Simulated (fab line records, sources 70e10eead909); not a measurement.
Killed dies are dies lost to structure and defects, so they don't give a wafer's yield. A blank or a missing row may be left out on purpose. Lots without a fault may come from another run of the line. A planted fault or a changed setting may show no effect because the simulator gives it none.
One fault seen from 2 desks | flow nand_harc | each desk has only its own numbers; what lay behind them comes last

THE METROLOGY DESK
What the gauges read, lot by lot, whatever tool the lot ran on: means of the sampled wafers that have a number. A lot is out of limits, marked OUT, if its mean lies more than 4 standard deviations from the usual mean; the brackets give that distance.
Columns: A = thk_nm at NHARC_A_ONON_D1_THK_MEAS_27, usual 999 nm; B = cd_nm at NHARC_A_CHANNEL_HOLE_D1_CD_MEAS_10, usual 99.9 nm
lot  | first seen here | A              | B
L567 | day 8 07:13     | 997            | 100.0
L568 | day 8 07:14     | 1001           | 99.2
L570 | day 9 18:14     | 1001           | 99.4
L571 | day 9 18:15     | 1008           | 99.3
L574 | day 11 05:13    | 995            | 99.7
L580 | day 13 15:06    | 926 (-7.4) OUT | -
L582 | day 14 08:23    | 1001           | 99.7
L581 | day 14 08:25    | 935 (-6.5) OUT | -
L583 | day 15 04:13    | 1010           | 99.8
L585 | day 15 18:16    | 1007           | 100.5
L589 | day 17 09:16    | 1008           | 99.9
L590 | day 17 22:19    | 1011           | 100.3
This desk's finding: out of limits on L580, L581; first on L580, day 13 15:06 (thk_nm at NHARC_A_ONON_D1_THK_MEAS_27). In limits: L567, L568, L570, L571, L574, L582, L583, L585, L589, L590.

THE TOOL OWNER'S DESK: pecvd_onon-03
The tool's own readings at NHARC_A_ONON_D1_DEP_25 (target thk 1000 nm): means of the sampled wafers that have a number, for each lot that ran on this tool. A lot is out of limits, marked OUT, if its mean lies more than 4 standard deviations from the usual mean; the brackets give that distance.
Columns: A = n2_flow_sccm at NHARC_A_ONON_D1_DEP_25, usual 2751 sccm; B = susceptor_temp_C at NHARC_A_ONON_D1_DEP_25, usual 399.95 C
lot  | first seen here | A    | B
L568 | day 8 06:44     | 2753 | 400.04
L571 | day 9 17:51     | 2750 | 399.86
L574 | day 11 04:49    | 2757 | 399.80
L580 | day 13 14:39    | 2763 | 399.81
L581 | day 14 08:02    | 2750 | 400.02
This desk's finding: nothing out of limits on any of the 5 lots.

PUT TOGETHER
The metrology desk could have raised an alarm at day 13 15:06, on L580, L581.
The tool owner's desk saw nothing out of limits.
The tool owner's desk has L580, L581 on record, within its limits.
Of the lots named, all ran NHARC_A_ONON_D1_DEP_25 on pecvd_onon-03.

WHAT THE SIMULATOR HAD PUT IN
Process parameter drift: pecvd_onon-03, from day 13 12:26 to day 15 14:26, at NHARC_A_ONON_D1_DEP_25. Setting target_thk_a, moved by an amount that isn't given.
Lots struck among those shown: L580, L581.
Hours from the fault's start to each desk's first reading out of limits: the metrology desk, 3.
